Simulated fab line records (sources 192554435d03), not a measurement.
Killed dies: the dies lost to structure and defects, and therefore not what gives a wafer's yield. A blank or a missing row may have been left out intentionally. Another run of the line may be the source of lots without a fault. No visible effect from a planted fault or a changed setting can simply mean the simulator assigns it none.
fab line records | flow n5-finfet
record lots=7 | wafers=39
route steps=1938 shown FIN_SAQP@96 DUMMY_GATE@215 MOL_CONTACT_COAG@581
start-h: the number of hours between the record's first day and the start of the first shown wafer of the lot | wait-h: time in hours since the lot's previous step | " repeats the value in the row above | L1.1+2: one row covering several wafers at once | - no value present, or no start provided | * or withheld: withheld | < > ~ a bound
route shown NAME@n: NAME is a module with steps in the file, n the number in the route of the first one | usual: average and standard deviation across the fault-free wafers | same: alike in all rows | chamber/n: place in a boat | sites: each site's reading | _std_site: the standard deviation of these | _edge_site: inner sites' mean taken away from outer sites' mean | radius-mm: for every site, how far away it sits from the centre of the wafer | mask NAME#n: copy n | behind: the last tool/chamber to shape the wafer | hold: reason for holding the lot/hours on hold/outcome of the hold | device: names the non-switching transistor (n, p or np) | end of line: the tests these same wafers got at the end of their route | a step with no rows: only its recipe | killed: at the first sort, the dies lost to defects and structure; wafer yield is something else | map: dies across one wafer; x = killed, . = not, _ = none there
set.NAME: the setting the step ran with; set.NAME@STEP: the setting that earlier step ran with | model.NAME: the simulator's own value behind a step, which no gauge read
lots where settings were altered on purpose, with a table for each step and a row for each wafer
## steps
# step N5_FIN_SAQP_HM_DEP_03
# recipe material=SiNx | target-thk-a=380 | temp-c=400 | precursor=SiH4/NH3/N2 | pressure-torr=1.5 | rf-w=300 | time-s=33.6
lot.wafer | tool     | chamber | start-h | wait-h | set.target-thk-a | model.SiNx_of_FIN_SAQP_HM_DEP_03.thk-nm
L078.1    | pecvd-04 | 2       | 45.07   | 0.2    | 380              | 38
L078.2    | "        | 0       | "       | "      | 380              | 38.31
L078.3    | "        | 0       | "       | "      | 380              | 38.98
L078.4    | "        | 2       | "       | "      | 380              | 38.3
L078.5    | "        | 2       | "       | "      | 380              | 38.2
L078.6    | "        | 0       | "       | "      | 380              | 39.08
L079.2    | pecvd-04 | 1       | 51.08   | 0.2    | 380              | 38.09
L079.3    | "        | 0       | "       | "      | 380              | 38.44
L079.6    | "        | 1       | "       | "      | 380              | 38.23
L084.1    | pecvd-01 | 0       | 82.83   | 0.2    | 380              | 37.16
L084.2    | "        | 2       | "       | "      | 380              | 37.53
L084.3    | "        | 1       | "       | "      | 403.5            | 40.29
L084.4    | "        | 1       | "       | "      | 380              | 37.81
L084.5    | "        | 2       | "       | "      | 403.5            | 41.12
L084.6    | "        | 0       | "       | "      | 403.5            | 40.24
L085.1    | pecvd-04 | 2       | 86.67   | 0.2    | 432.3            | 43.51
L085.2    | "        | 0       | "       | "      | 432.3            | 42.64
L085.3    | "        | 1       | "       | "      | 380              | 38.21
L085.4    | "        | 0       | "       | "      | 380              | 39.04
L085.5    | "        | 2       | "       | "      | 432.3            | 44.14
L085.6    | "        | 1       | "       | "      | 380              | 38.63
L088.1    | pecvd-01 | 1       | 104.55  | 0.2    | 419.7            | 42.09
L088.2    | "        | 2       | "       | "      | 419.7            | 42.07
L088.3    | "        | 0       | "       | "      | 380              | 37.93
L088.4    | "        | 2       | "       | "      | 380              | 38.75
L088.5    | "        | 0       | "       | "      | 380              | 38.46
L088.6    | "        | 1       | "       | "      | 419.7            | 42.25
L095.1    | pecvd-02 | 0       | 148.02  | 0.2    | 380              | 38
L095.2    | "        | 2       | "       | "      | 380              | 38.33
L095.3    | "        | 1       | "       | "      | 380              | 38.45
L095.4    | "        | 1       | "       | "      | 380              | 39.23
L095.5    | "        | 0       | "       | "      | 380              | 38.95
L095.6    | "        | 2       | "       | "      | 380              | 38.9
L097.1    | pecvd-04 | 1       | 158.66  | 0.2    | 380              | 37.65
L097.2    | "        | 2       | "       | "      | 380              | 37.29
L097.3    | "        | 0       | "       | "      | 380              | 37.8
L097.4    | "        | 1       | "       | "      | 380              | 37.69
L097.5    | "        | 0       | "       | "      | 380              | 38.12
L097.6    | "        | 2       | "       | "      | 380              | 37.83
# step N5_FIN_SAQP_THK_MEAS_05
# usual thk-nm=38.1/0.53
lot.wafer | tool          | chamber | start-h | wait-h | set.target-thk-a@FIN_SAQP_HM_DEP_03 | thk-nm
L078.1    | film-metro-01 | -       | 45.18   | 0.1    | 380                                 | 38.0
L078.2    | "             | -       | "       | "      | 380                                 | 38.4
L078.3    | "             | -       | "       | "      | 380                                 | 39.0
L078.4    | "             | -       | "       | "      | 380                                 | 38.3
L078.5    | "             | -       | "       | "      | 380                                 | 38.2
L078.6    | "             | -       | "       | "      | 380                                 | 39.0
L079.2    | film-metro-01 | -       | 51.17   | 0.1    | 380                                 | 38.1
L079.3    | "             | -       | "       | "      | 380                                 | 38.4
L079.6    | "             | -       | "       | "      | 380                                 | 38.2
L084.1    | film-metro-01 | -       | 82.92   | 0.1    | 380                                 | 37.1
L084.2    | "             | -       | "       | "      | 380                                 | 37.5
L084.3    | "             | -       | "       | "      | 403.5                               | 40.2
L084.4    | "             | -       | "       | "      | 380                                 | 37.8
L084.5    | "             | -       | "       | "      | 403.5                               | 41.1
L084.6    | "             | -       | "       | "      | 403.5                               | 40.2
L085.1    | film-metro-02 | -       | 86.76   | 0.1    | 432.3                               | 43.5
L085.2    | "             | -       | "       | "      | 432.3                               | 42.6
L085.3    | "             | -       | "       | "      | 380                                 | 38.2
L085.4    | "             | -       | "       | "      | 380                                 | 39.0
L085.5    | "             | -       | "       | "      | 432.3                               | 44.2
L085.6    | "             | -       | "       | "      | 380                                 | 38.6
L088.1    | film-metro-01 | -       | 104.64  | 0.1    | 419.7                               | 42.1
L088.2    | "             | -       | "       | "      | 419.7                               | 42.0
L088.3    | "             | -       | "       | "      | 380                                 | 38.0
L088.4    | "             | -       | "       | "      | 380                                 | 38.7
L088.5    | "             | -       | "       | "      | 380                                 | 38.4
L088.6    | "             | -       | "       | "      | 419.7                               | 42.3
L095.1    | film-metro-02 | -       | 148.11  | 0.1    | 380                                 | 38.0
L095.2    | "             | -       | "       | "      | 380                                 | 38.3
L095.3    | "             | -       | "       | "      | 380                                 | 38.5
L095.4    | "             | -       | "       | "      | 380                                 | 39.3
L095.5    | "             | -       | "       | "      | 380                                 | 39.0
L095.6    | "             | -       | "       | "      | 380                                 | 38.9
L097.1    | film-metro-01 | -       | 158.74  | 0.1    | 380                                 | 37.7
L097.2    | "             | -       | "       | "      | 380                                 | 37.2
L097.3    | "             | -       | "       | "      | 380                                 | 37.8
L097.4    | "             | -       | "       | "      | 380                                 | 37.7
L097.5    | "             | -       | "       | "      | 380                                 | 38.1
L097.6    | "             | -       | "       | "      | 380                                 | 37.9
# step N5_FIN_SAQP_PECVD_47
# recipe material=a-Si | target-thk-a=450 | temp-c=400 | precursor=SiH4/He | pressure-torr=3 | rf-w=100 | time-s=36.3
# step N5_FIN_SAQP_PECVD_48
# recipe material=SiNx | target-thk-a=250 | temp-c=400 | precursor=SiH4/NH3/N2 | pressure-torr=1.5 | rf-w=300 | time-s=22.1
# step N5_FIN_SAQP_SPACER2_ALD_28
# recipe material=SiO2 | target-thk-a=81 | temp-c=300 | ald-precursor-family=BDEAS | ald-co-reactant=O2-plasma | pulse-time-s=1 | purge-time-s=2 | co-reactant-purge-time-s=2 | pressure-torr=2
# step N5_FIN_SAQP_SPACER2_ETCHBACK_29
# recipe chemistry=CHF3/O2 | mode=anisotropic-etchback | target=SiO2 | target-depth-a=122 | time-s=6.1 | pressure-mtorr=30 | source-w=650 | bias-w=170 | Ar_flow_sccm=200 | CHF3_flow_sccm=50 | O2_flow_sccm=5 | ion-energy-ev=200
# step N5_FIN_SAQP_MANDREL2_REMOVE_60
# recipe chemistry=HBr/Cl2/O2 | bt-time-s=10 | target=a-Si | stop-on=SiNx | endpoint=OES-SiCl | over-etch-frac=1 | icp-w=600 | bias-w=22 | HBr_flow_sccm=150 | Cl2_flow_sccm=80 | O2_flow_sccm=5 | pressure-mtorr=10
lot.wafer  | tool      | chamber | start-h | wait-h | set.target-thk-a@FIN_SAQP_HM_DEP_03 | model.SiNx_of_FIN_SAQP_HM_DEP_03.thk-nm
L078.1     | rie-si-02 | 1       | 50.37   | 0.1    | 380                                 | 37.4
L078.2+4+5 | "         | 0,3,2   | "       | "      | 380                                 | 37.6
L078.3+6   | "         | 2,3     | "       | "      | 380                                 | 38.4
L079.2     | rie-si-03 | 0       | 57.57   | 0.1    | 380                                 | 37.4
L079.3     | "         | 3       | "       | "      | 380                                 | 37.8
L079.6     | "         | 1       | "       | "      | 380                                 | 37.6
L084.1     | rie-si-02 | 0       | 88.08   | 0.1    | 380                                 | 36.6
L084.2     | "         | 1       | "       | "      | 380                                 | 36.8
L084.3+6   | "         | 3,2     | "       | "      | 403.5                               | 39.6
L084.4     | "         | 2       | "       | "      | 380                                 | 37.2
L084.5     | "         | 1       | "       | "      | 403.5                               | 40.4
L085.1     | rie-si-02 | 3       | 92.26   | 0.1    | 432.3                               | 42.8
L085.2     | "         | 2       | "       | "      | 432.3                               | 42
L085.3     | "         | 1       | "       | "      | 380                                 | 37.6
L085.4     | "         | 0       | "       | "      | 380                                 | 38.4
L085.5     | "         | 0       | "       | "      | 432.3                               | 43.6
L085.6     | "         | 3       | "       | "      | 380                                 | 38
L088.1+2   | rie-si-03 | 0,1     | 109.99  | 0.1    | 419.7                               | 41.4
L088.3     | "         | 2       | "       | "      | 380                                 | 37.4
L088.4     | "         | 3       | "       | "      | 380                                 | 38.2
L088.5     | "         | 3       | "       | "      | 380                                 | 37.8
L088.6     | "         | 2       | "       | "      | 419.7                               | 41.6
L095.1     | rie-si-03 | 3       | 153.10  | 0.1    | 380                                 | 37.2
L095.2     | "         | 1       | "       | "      | 380                                 | 37.6
L095.3     | "         | 2       | "       | "      | 380                                 | 37.8
L095.4     | "         | 0       | "       | "      | 380                                 | 38.4
L095.5+6   | "         | 0,3     | "       | "      | 380                                 | 38.2
L097.1+4   | rie-si-04 | 3,0     | 164.33  | 0.1    | 380                                 | 37
L097.2     | "         | 1       | "       | "      | 380                                 | 36.6
L097.3+6   | "         | 2,1     | "       | "      | 380                                 | 37.2
L097.5     | "         | 0       | "       | "      | 380                                 | 37.4
# step N5_FIN_SAQP_HM_OPEN_33
# recipe chemistry=CH3F/O2 | target=SiNx | mask-material=SiO2 | target-depth-a=494 | time-s=70.6 | pressure-mtorr=30 | source-w=395 | bias-w=73 | Ar_flow_sccm=150 | CH3F_flow_sccm=30 | O2_flow_sccm=20 | ion-energy-ev=120 | ends=cleared
# usual etch-rf-on-time-s=69.4/1.7
lot.wafer | tool        | chamber | start-h | wait-h | set.target-thk-a@FIN_SAQP_HM_DEP_03 | etch-rf-on-time-s | model.etch.depth-nm
L078.1    | rie-diel-03 | 1       | 50.70   | 0.2    | 380                                 | 69.5              | 37.38
L078.2    | "           | 3       | "       | "      | 380                                 | 71.6              | 37.69
L078.3    | "           | 0       | "       | "      | 380                                 | 71.5              | 38.35
L078.4    | "           | 2       | "       | "      | 380                                 | 69.6              | 37.67
L078.5    | "           | 0       | "       | "      | 380                                 | 70.9              | 37.57
L078.6    | "           | 3       | "       | "      | 380                                 | 72.9              | 38.45
L079.2    | rie-diel-04 | 0       | 57.74   | 0.1    | 380                                 | 70.5              | 37.46
L079.3    | "           | 3       | "       | "      | 380                                 | 68.5              | 37.75
L079.6    | "           | 3       | "       | "      | 380                                 | 68.9              | 37.6
L084.1    | rie-diel-06 | 1       | 88.24   | 0.0    | 380                                 | 66.8              | 36.53
L084.2    | "           | 0       | "       | "      | 380                                 | 69.0              | 36.9
L084.3    | "           | 3       | "       | "      | 403.5                               | 76.2              | 39.66
L084.4    | "           | 2       | "       | "      | 380                                 | 69.1              | 37.18
L084.5    | "           | 0       | "       | "      | 403.5                               | 75.8              | 40.49
L084.6    | "           | 3       | "       | "      | 403.5                               | 75.5              | 39.61
L085.1    | rie-diel-06 | 2       | 92.41   | 0.0    | 432.3                               | 79.6              | 42.88
L085.2    | "           | 1       | "       | "      | 432.3                               | 76.4              | 42.01
L085.3    | "           | 3       | "       | "      | 380                                 | 72.1              | 37.58
L085.4    | "           | 0       | "       | "      | 380                                 | 71.1              | 38.41
L085.5    | "           | 3       | "       | "      | 432.3                               | 83.1              | 43.51
L085.6    | "           | 0       | "       | "      | 380                                 | 71.0              | 38
L088.1    | rie-diel-06 | 2       | 110.14  | 0.0    | 419.7                               | 77.6              | 41.46
L088.2    | "           | 0       | "       | "      | 419.7                               | 78.0              | 41.44
L088.3    | "           | 1       | "       | "      | 380                                 | 68.9              | 37.31
L088.4    | "           | 3       | "       | "      | 380                                 | 73.0              | 38.12
L088.5    | "           | 1       | "       | "      | 380                                 | 69.4              | 37.83
L088.6    | "           | 0       | "       | "      | 419.7                               | 78.2              | 41.62
L095.1    | rie-diel-04 | 2       | 153.26  | 0.0    | 380                                 | 69.5              | 37.22
L095.2    | "           | 3       | "       | "      | 380                                 | 68.0              | 37.7
L095.3    | "           | 1       | "       | "      | 380                                 | 68.4              | 37.77
L095.4    | "           | 2       | "       | "      | 380                                 | 71.7              | 38.4
L095.5    | "           | 1       | "       | "      | 380                                 | 69.6              | 38.18
L095.6    | "           | 3       | "       | "      | 380                                 | 69.7              | 38.28
L097.1    | rie-diel-03 | 0       | 164.49  | 0.0    | 380                                 | 69.7              | 36.98
L097.2    | "           | 1       | "       | "      | 380                                 | 68.8              | 36.66
L097.3    | "           | 2       | "       | "      | 380                                 | 68.3              | 37.17
L097.4    | "           | 3       | "       | "      | 380                                 | 66.5              | 37.01
L097.5    | "           | 3       | "       | "      | 380                                 | 67.2              | 37.49
L097.6    | "           | 2       | "       | "      | 380                                 | 68.7              | 37.15
# step N5_FIN_SAQP_ETCH_34
# recipe chemistry=C4F6/O2 | target=SiO2 | target-depth-a=450 | time-s=15 | ion-energy-ev=250 | pressure-mtorr=30 | source-w=345 | bias-w=185 | Ar_flow_sccm=300 | C4F6_flow_sccm=10 | O2_flow_sccm=10 | ends=cleared
# step N5_FIN_SAQP_STRIP_77
# recipe chemistry=N2/H2 | time-s=90 | power-w=100 | temp-c=40 | pressure-mtorr=100 | rf-frequency-hz=6e+07 | bias-power-w=3 | n2-flow-sccm=300 | h2-flow-sccm=300
# step N5_FIN_SAQP_ETCH_64
# recipe chemistry=CF4 | target=SiO2 | target-depth-a=15 | ion-energy-ev=350 | pressure-mtorr=10 | icp-w=800 | bias-w=400 | cf4-flow-sccm=80
# step N5_FIN_SAQP_FIN_ETCH_36
# recipe chemistry=HBr/Cl2/O2 | target-depth-a=1200 | mask-material=SiNx | time-s=50.4 | bias-w=102 | pressure-mtorr=10 | icp-w=800 | HBr_flow_sccm=150 | Cl2_flow_sccm=80 | O2_flow_sccm=12
lot.wafer  | tool      | chamber | start-h | wait-h | set.target-thk-a@FIN_SAQP_HM_DEP_03 | model.SiNx_of_FIN_SAQP_HM_DEP_03.thk-nm
L078.1     | rie-si-03 | 0       | 50.99   | 0.0    | 380                                 | 21
L078.2     | "         | 2       | "       | "      | 380                                 | 21.6
L078.3     | "         | 3       | "       | "      | 380                                 | 22.4
L078.4+5   | "         | 1       | "       | "      | 380                                 | 21.2
L078.6     | "         | 2       | "       | "      | 380                                 | 22.2
L079.2     | rie-si-04 | 3       | 58.02   | 0.0    | 380                                 | 21
L079.3     | "         | 1       | "       | "      | 380                                 | 21.6
L079.6     | "         | 0       | "       | "      | 380                                 | 20.8
L084.1     | rie-si-04 | 0       | 88.52   | 0.0    | 380                                 | 20.2
L084.2+4   | "         | 2,1     | "       | "      | 380                                 | 21.2
L084.3+6   | "         | 3       | "       | "      | 403.5                               | 23.2
L084.5     | "         | 2       | "       | "      | 403.5                               | 24.8
L085.1     | rie-si-04 | 3       | 92.70   | 0.0    | 432.3                               | 26.6
L085.2     | "         | 0       | "       | "      | 432.3                               | 25.6
L085.3     | "         | 2       | "       | "      | 380                                 | 21.8
L085.4     | "         | 1       | "       | "      | 380                                 | 22.4
L085.5     | "         | 3       | "       | "      | 432.3                               | 27.2
L085.6     | "         | 0       | "       | "      | 380                                 | 21.6
L088.1+2+6 | rie-si-02 | 0,2,3   | 110.43  | 0.0    | 419.7                               | 25.2
L088.3     | "         | 3       | "       | "      | 380                                 | 21
L088.4     | "         | 1       | "       | "      | 380                                 | 22
L088.5     | "         | 2       | "       | "      | 380                                 | 21.6
L095.1     | rie-si-02 | 1       | 153.54  | 0.0    | 380                                 | 21
L095.2+3   | "         | 0,2     | "       | "      | 380                                 | 21.4
L095.4+5+6 | "         | 3,1,2   | "       | "      | 380                                 | 22
L097.1     | rie-si-03 | 1       | 164.78  | 0.0    | 380                                 | 20.6
L097.2     | "         | 0       | "       | "      | 380                                 | 20.4
L097.3+4+5 | "         | 2,3,1   | "       | "      | 380                                 | 21
L097.6     | "         | 0       | "       | "      | 380                                 | 20.8
# step N5_DUMMY_GATE_CVD_03
# recipe material=a-Si | target-thk-a=1500 | temp-c=530 | precursor=SiH4 | time-s=8042
lot.wafer  | tool     | chamber | start-h | wait-h | set.temp-c | model.a-Si_of_DUMMY_GATE_CVD_03.thk-nm
L078.1     | -        | -       | -       | 0.1    | 530        | 150
L078.2     | "        | -       | "       | "      | 530        | 150.2
L078.3+6   | "        | -       | "       | "      | 530        | 150.8
L078.4     | "        | -       | "       | "      | 530        | 149
L078.5     | "        | -       | "       | "      | 530        | 148.4
L079.2     | lpcvd-01 | 1/20    | 70.69   | 0.1    | 530        | 150.6
L079.3     | "        | 1/25    | "       | "      | 530        | 151.2
L079.6     | "        | 1/39    | "       | "      | 530        | 152.2
L084.1     | -        | -       | -       | 0.1    | 530        | 149.6
L084.2+4+6 | "        | -       | "       | "      | 530        | 150.8
L084.3+5   | "        | -       | "       | "      | 530        | 149.8
L085.1     | -        | -       | -       | 0.1    | 552        | 272.6
L085.2+3+4 | "        | -       | "       | "      | 552        | 271.8
L085.5     | "        | -       | "       | "      | 552        | 271.6
L085.6     | "        | -       | "       | "      | 552        | 271
L088.1+5   | -        | -       | -       | 0.1    | 554.4      | 291.6
L088.2     | "        | -       | "       | "      | 554.4      | 291.8
L088.3+4   | "        | -       | "       | "      | 554.4      | 292.2
L088.6     | "        | -       | "       | "      | 554.4      | 292
L095.1+2+3 | -        | -       | -       | 0.1    | 530        | 149.4
L095.4     | "        | -       | "       | "      | 530        | 149.8
L095.5     | "        | -       | "       | "      | 530        | 150.6
L095.6     | "        | -       | "       | "      | 530        | 149.2
L097.1     | -        | -       | -       | 2.4    | 515.1      | 98
L097.2     | "        | -       | "       | "      | 515.1      | 99.8
L097.3     | "        | -       | "       | "      | 515.1      | 98.8
L097.4     | "        | -       | "       | "      | 515.1      | 99.6
L097.5     | "        | -       | "       | "      | 515.1      | 99.2
L097.6     | "        | -       | "       | "      | 515.1      | 98.6
# step N5_MOL_CONTACT_COAG_ETCH_91
# recipe chemistry=N2/H2 | target=SOC | target-depth-a=600 | overetch-a=210 | mask-material=SiARC | temp-c=40 | time-s=101.2 | ion-energy-ev=200 | pressure-mtorr=30 | source-w=840 | bias-w=150 | n2-flow-sccm=200 | h2-flow-sccm=200
# usual rf-vpp-V=522.7/2.1
lot.wafer | tool        | chamber | start-h | wait-h | set.source-w | rf-vpp-V
L078.1    | rie-diel-03 | 3       | 125.03  | 0.0    | 840          | 528.0
L078.2    | "           | 0       | "       | "      | 840          | 525.9
L078.3    | "           | 2       | "       | "      | 840          | 521.5
L078.4    | "           | 1       | "       | "      | 937.8        | 502.4
L078.5    | "           | 2       | "       | "      | 937.8        | 503.2
L078.6    | "           | 3       | "       | "      | 937.8        | 508.7
L079.2    | rie-diel-04 | 1       | 139.77  | 0.0    | 840          | 522.0
L079.3    | "           | 0       | "       | "      | 840          | 520.9
L079.6    | "           | 2       | "       | "      | 840          | 522.4
L084.1    | rie-diel-04 | 1       | 162.71  | 0.0    | 840          | 523.4
L084.2    | "           | 0       | "       | "      | 840          | 521.6
L084.3    | "           | 2       | "       | "      | 840          | 522.8
L084.4    | "           | 3       | "       | "      | 840          | 523.8
L084.5    | "           | 0       | "       | "      | 840          | 520.2
L084.6    | "           | 1       | "       | "      | 840          | 520.7
L085.1    | rie-diel-04 | 0       | 165.38  | 0.0    | 962.3        | 498.6
L085.2    | "           | 1       | "       | "      | 840          | 520.3
L085.3    | "           | 2       | "       | "      | 840          | 522.6
L085.4    | "           | 3       | "       | "      | 962.3        | 498.5
L085.5    | "           | 2       | "       | "      | 962.3        | 499.2
L085.6    | "           | 1       | "       | "      | 840          | 521.6
L088.1    | rie-diel-04 | 0       | 183.53  | 0.0    | 840          | 521.3
L088.2    | "           | 2       | "       | "      | 840          | 522.6
L088.3    | "           | 3       | "       | "      | 840          | 520.4
L088.4    | "           | 1       | "       | "      | 840          | 521.8
L088.5    | "           | 3       | "       | "      | 840          | 521.7
L088.6    | "           | 2       | "       | "      | 840          | 522.7
L095.1    | rie-diel-06 | 1       | 223.60  | 0.0    | 840          | 521.4
L095.2    | "           | 0       | "       | "      | 840          | 521.8
L095.3    | "           | 3       | "       | "      | 840          | 523.4
L095.4    | "           | 2       | "       | "      | 840          | 521.6
L095.5    | "           | 3       | "       | "      | 840          | 523.7
L095.6    | "           | 2       | "       | "      | 840          | 519.9
L097.1    | rie-diel-03 | 3       | 240.32  | 0.0    | 840          | 528.0
L097.2    | "           | 0       | "       | "      | 970.8        | 500.5
L097.3    | "           | 1       | "       | "      | 970.8        | 494.6
L097.4    | "           | 2       | "       | "      | 840          | 522.3
L097.5    | "           | 1       | "       | "      | 970.8        | 496.3
L097.6    | "           | 2       | "       | "      | 840          | 521.0
# step N5_MOL_CONTACT_COAG_ETCH_124
# recipe chemistry=CH3F/O2 | target=SiNx | target-depth-a=65 | mask-material=SOC | stop-on=SiOC | over-etch-frac=0.3 | ion-energy-ev=120 | pressure-mtorr=30 | source-w=395 | bias-w=73 | Ar_flow_sccm=150 | CH3F_flow_sccm=30 | O2_flow_sccm=20 | ends=end-point
# usual rf-vpp-V=296/6.2
lot.wafer | tool        | chamber | start-h | wait-h | set.bias-w | rf-vpp-V
L078.1    | rie-diel-03 | 2       | 126.43  | 0.0    | 81.67      | 331
L078.2    | "           | 0       | "       | "      | 73         | 295
L078.3    | "           | 3       | "       | "      | 73         | 307
L078.4    | "           | 1       | "       | "      | 81.67      | 313
L078.5    | "           | 2       | "       | "      | 81.67      | 333
L078.6    | "           | 3       | "       | "      | 73         | 305
L079.2    | rie-diel-03 | 1       | 141.56  | 0.0    | 73         | 287
L079.3    | "           | 2       | "       | "      | 73         | 303
L079.6    | "           | 0       | "       | "      | 73         | 295
L084.1    | rie-diel-06 | 3       | 164.21  | 0.0    | 79.63      | 313
L084.2    | "           | 2       | "       | "      | 79.63      | 312
L084.3    | "           | 0       | "       | "      | 79.63      | 319
L084.4    | "           | 1       | "       | "      | 73         | 301
L084.5    | "           | 2       | "       | "      | 73         | 290
L084.6    | "           | 1       | "       | "      | 73         | 301
L085.1    | rie-diel-03 | 2       | 167.05  | 0.0    | 73         | 304
L085.2    | "           | 3       | "       | "      | 84.02      | 343
L085.3    | "           | 1       | "       | "      | 73         | 287
L085.4    | "           | 0       | "       | "      | 84.02      | 330
L085.5    | "           | 2       | "       | "      | 84.02      | 342
L085.6    | "           | 1       | "       | "      | 73         | 287
L088.1    | rie-diel-03 | 1       | 185.17  | 0.0    | 73         | 289
L088.2    | "           | 2       | "       | "      | 73         | 306
L088.3    | "           | 3       | "       | "      | 73         | 306
L088.4    | "           | 0       | "       | "      | 73         | 295
L088.5    | "           | 2       | "       | "      | 73         | 304
L088.6    | "           | 3       | "       | "      | 73         | 307
L095.1    | rie-diel-06 | 1       | 225.26  | 0.0    | 79.7       | 321
L095.2    | "           | 2       | "       | "      | 73         | 290
L095.3    | "           | 0       | "       | "      | 79.7       | 320
L095.4    | "           | 3       | "       | "      | 79.7       | 315
L095.5    | "           | 1       | "       | "      | 73         | 299
L095.6    | "           | 0       | "       | "      | 73         | 300
L097.1    | rie-diel-06 | 1       | 241.84  | 0.0    | 82.03      | 329
L097.2    | "           | 3       | "       | "      | 73         | 292
L097.3    | "           | 2       | "       | "      | 73         | 293
L097.4    | "           | 0       | "       | "      | 73         | 300
L097.5    | "           | 1       | "       | "      | 82.03      | 331
L097.6    | "           | 0       | "       | "      | 82.03      | 328
## key
split step=N5_FIN_SAQP_HM_DEP_03 | setting=target-thk-a | stated=380 | by=wafer
response step=N5_FIN_SAQP_HM_DEP_03 | reading=model.SiNx_of_FIN_SAQP_HM_DEP_03.thk-nm | change=+0.369 | per=1% | r=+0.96
response step=N5_FIN_SAQP_THK_MEAS_05 | reading=thk-nm | change=* | per=1% | r=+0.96
response step=N5_FIN_SAQP_MANDREL2_REMOVE_60 | reading=model.SiNx_of_FIN_SAQP_HM_DEP_03.thk-nm | change=+0.365 | per=1% | r=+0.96
response step=N5_FIN_SAQP_HM_OPEN_33 | reading=etch-rf-on-time-s | change=* | per=1% | r=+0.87
response step=N5_FIN_SAQP_HM_OPEN_33 | reading=model.etch.depth-nm | change=+0.369 | per=1% | r=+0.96
response step=N5_FIN_SAQP_FIN_ETCH_36 | reading=model.SiNx_of_FIN_SAQP_HM_DEP_03.thk-nm | change=+0.352 | per=1% | r=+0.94
split step=N5_DUMMY_GATE_CVD_03 | setting=temp-c | stated=530 | by=lot
response step=N5_DUMMY_GATE_CVD_03 | reading=model.a-Si_of_DUMMY_GATE_CVD_03.thk-nm | change=+27.1 | per=1% | r=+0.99
split step=N5_MOL_CONTACT_COAG_ETCH_91 | setting=source-w | stated=840 | by=wafer
response step=N5_MOL_CONTACT_COAG_ETCH_91 | reading=rf-vpp-V | change=-1.67 | per=1% | r=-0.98
split step=N5_MOL_CONTACT_COAG_ETCH_124 | setting=bias-w | stated=73 | by=wafer
response step=N5_MOL_CONTACT_COAG_ETCH_124 | reading=rf-vpp-V | change=+2.54 | per=1% | r=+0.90
